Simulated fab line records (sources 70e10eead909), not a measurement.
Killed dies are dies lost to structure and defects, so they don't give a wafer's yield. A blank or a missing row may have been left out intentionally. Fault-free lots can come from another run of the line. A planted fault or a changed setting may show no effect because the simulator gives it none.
Comparing a struck lot with a sound one    flow nandHarc    14 steps out of a route of 1302
Sound: wafers L374.3, L374.4, L374.6. Wafers struck: L366.3, L366.4, L366.5. At the end, the cause is stated.
At each step with rows: each side's tool, then ch and its chambers, then its first start. Under that, the readings that differ: sound wafers    struck wafers    difference of the means    sigmas: that difference in standard deviations of wafers without a fault.
alike: readings with means less than 2 such deviations apart, plus words and numbers identical on both sides. not compared: withheld readings, readings lacking a value on some wafer, bounds such as >300 that could conceal the same value, and numbers that have no deviation in the record and whose values overlap.
The two part at a step that has a row with sigmas, a row that says differs or no value, or rows on one side only. Numbers that don't overlap but have no deviation are shown without sigmas and don't part them. A reading missing from all wafers of one side parts the sides only when that side holds two or more wafers.

first, 7 steps without rows for these wafers: NHARC_P_M2_COAT_34 (time 65 s); NHARC_P_M2_COAT_03 (resist thk 90 nm); NHARC_P_M2_SOFTBAKE_04 (time 55 s); NHARC_P_M2_EBR_05; NHARC_P_M2_EXPOSE_06 (exposes mask P M2, target cd 170 nm); NHARC_P_M2_PEB_07 (peb time 65 s); NHARC_P_M2_DEVELOP_08 (develop time 35 s).
NHARC_P_M2_CD_MEAS_09: target cd 170 nm.
  sound on cdSem-02 ch 0, day 14 23:51; struck on cdSem-02 ch 0, day 12 15:24
  alike: cdNm
NHARC_P_M2_OVL_MEAS_10: pitch 340 nm.
  sound on overlay-02 at day 14 23:56; struck on overlay-01 at day 12 15:29
  alike: overlayXNm, overlayYNm
NHARC_P_M2_INSPECT_11:
  sound on defectInspect-02 at day 14 23:58; struck on defectInspect-02 at day 12 15:32
  alike: rawDefectCount
NHARC_P_M2_DESCUM_14: chemistry O2, time 3 s.
  sound on rieDiel-11 ch 0,1, day 15 00:02; struck on rieDiel-04 ch 0,2,3, day 12 15:35
  alike: drypumpMotorCurrentA, oesProductAu, rfVppV, showerheadPlenumPTorr, throttleValvePct
  not compared: rfHoursCounterH
NHARC_P_M2_ETCH_35: etches the open film in N2/H2, target depth 40 nm, overetch 12 nm, time 43.94 s.
  sound on rieDiel-11 ch 1,2,3, day 15 00:07; struck on rieDiel-04 ch 0,2, day 12 15:40
  alike: biasW, chamberPressureMTorr, drypumpMotorCurrentA, n2FlowSccm, oesProductAu, rfVppV, showerheadPlenumPTorr, throttleValvePct
  not compared: rfHoursCounterH
NHARC_P_M2_ETCH_15: etches the open film in C4F8/Ar, target depth 182.5 nm, time 91.2 s.
  sound on rieDiel-11 ch 2,3, day 15 00:12; struck on rieDiel-04 ch 0,1,3, day 12 15:46
  no value came back on the struck wafers for biasW (W), chamberPressureMTorr (mTorr), oesProductAu (a.u.), rfVppV (V); on the sound wafers biasW (W) reads 300.7 300.5 300.0
  not compared: rfHoursCounterH
NHARC_P_M2_CD_MEAS_16:
  sound on cdSem-02 at day 15 00:20; struck on cdSem-01 at day 12 15:54
  alike: cdNm

WHERE THEY PART
Only at NHARC_P_M2_ETCH_15, as far as this record shows. Later steps at which nothing parts them and some readings are alike: NHARC_P_M2_CD_MEAS_16.

WHY: what had been put in by the simulator
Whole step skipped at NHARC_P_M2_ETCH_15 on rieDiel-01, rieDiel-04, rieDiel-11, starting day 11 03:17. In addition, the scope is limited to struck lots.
